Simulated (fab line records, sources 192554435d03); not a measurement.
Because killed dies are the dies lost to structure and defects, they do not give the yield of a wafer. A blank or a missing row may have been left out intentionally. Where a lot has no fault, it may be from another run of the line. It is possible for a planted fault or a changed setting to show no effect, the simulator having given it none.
2 desks looking at one fault + flow n5Finfet + numbers are kept per desk, each desk with only its own; the story behind them comes last

== AT THE TOOL OWNER'S DESK: rieMetal-02 ==
The tool's own readings at N5_BEOL_M3_HM_OPEN_17 (chemistry Cl2/BCl3, target TiN, target depth 20 nm, overetch 6 nm): means of the sampled wafers that have a number, for each lot that ran on this tool. The brackets show how far a lot's mean lies from the usual mean; more than 4 standard deviations puts the lot out of limits, marked OUT.
Columns: A = drypumpMotorCurrentA at N5_BEOL_M3_HM_OPEN_17, usual 5.9 A; B = mfcArSccm at N5_BEOL_M3_HM_OPEN_17, usual 24.98 sccm; C = oesProductAu at N5_BEOL_M3_HM_OPEN_17, usual 0.66 a.u.; D = throttleValvePct at N5_BEOL_M3_HM_OPEN_17, usual 22.15 %
| lot  | first seen here | A   | B     | C    | D     |
|------|-----------------|-----|-------|------|-------|
| L271 | day 9 02:30     | 5.9 | 24.94 | 0.52 | 22.43 |
| L278 | day 11 01:41    | 6.0 | 24.95 | 0.62 | 22.27 |
| L279 | day 11 04:52    | 6.1 | 24.93 | 0.72 | 22.09 |
| L283 | day 11 15:01    | 6.2 | 24.88 | 0.81 | 21.92 |
This desk's verdict: no lot among the 4 shows anything out of limits.

== METROLOGY DESK ==
Lot by lot, what the gauges showed, no matter which tool ran the lot: averages of those sampled wafers that carry a number. The brackets show how far a lot's mean lies from the usual mean; more than 4 standard deviations puts the lot out of limits, marked OUT. 7 of its 10 readings are shown, namely those furthest out on some lot.
Columns: A = DIBL_N at N5_BEOL_M4_RC_MEAS_101, usual 36.0 mV/V; B = IOFF_N at N5_BEOL_M4_RC_MEAS_101, usual 0.16 nA/um; C = IOFF_P at N5_BEOL_M4_RC_MEAS_101, usual 0.21 nA/um; D = ION_P at N5_BEOL_M4_RC_MEAS_101, usual 463 uA/um; E = SS_P at N5_BEOL_M4_RC_MEAS_101, usual 73.3 mV/dec; F = VT_N at N5_BEOL_M4_RC_MEAS_101, usual 250 mV; G = VT_P at N5_BEOL_M4_RC_MEAS_101, usual -251 mV
| lot  | first seen here | A    | B    | C    | D   | E    | F   | G    |
|------|-----------------|------|------|------|-----|------|-----|------|
| L271 | day 10 01:50    | 34.0 | 0.15 | 0.21 | 466 | 72.6 | 249 | -249 |
| L279 | day 12 03:58    | 37.2 | 0.19 | 0.26 | 476 | 73.3 | 247 | -246 |
| L278 | day 12 05:01    | 33.8 | 0.12 | 0.18 | 466 | 72.9 | 254 | -252 |
| L280 | day 12 05:27    | 36.1 | 0.16 | 0.22 | 467 | 72.8 | 249 | -247 |
| L283 | day 12 11:07    | 35.2 | 0.15 | 0.24 | 466 | 73.2 | 251 | -247 |
This desk's verdict: no lot among the 5 shows anything out of limits.

== PUT TOGETHER ==
The tool owner's desk saw nothing out of limits.
At the metrology desk, nothing out of limits was observed.

== WHAT THE SIMULATOR HAD PUT IN ==
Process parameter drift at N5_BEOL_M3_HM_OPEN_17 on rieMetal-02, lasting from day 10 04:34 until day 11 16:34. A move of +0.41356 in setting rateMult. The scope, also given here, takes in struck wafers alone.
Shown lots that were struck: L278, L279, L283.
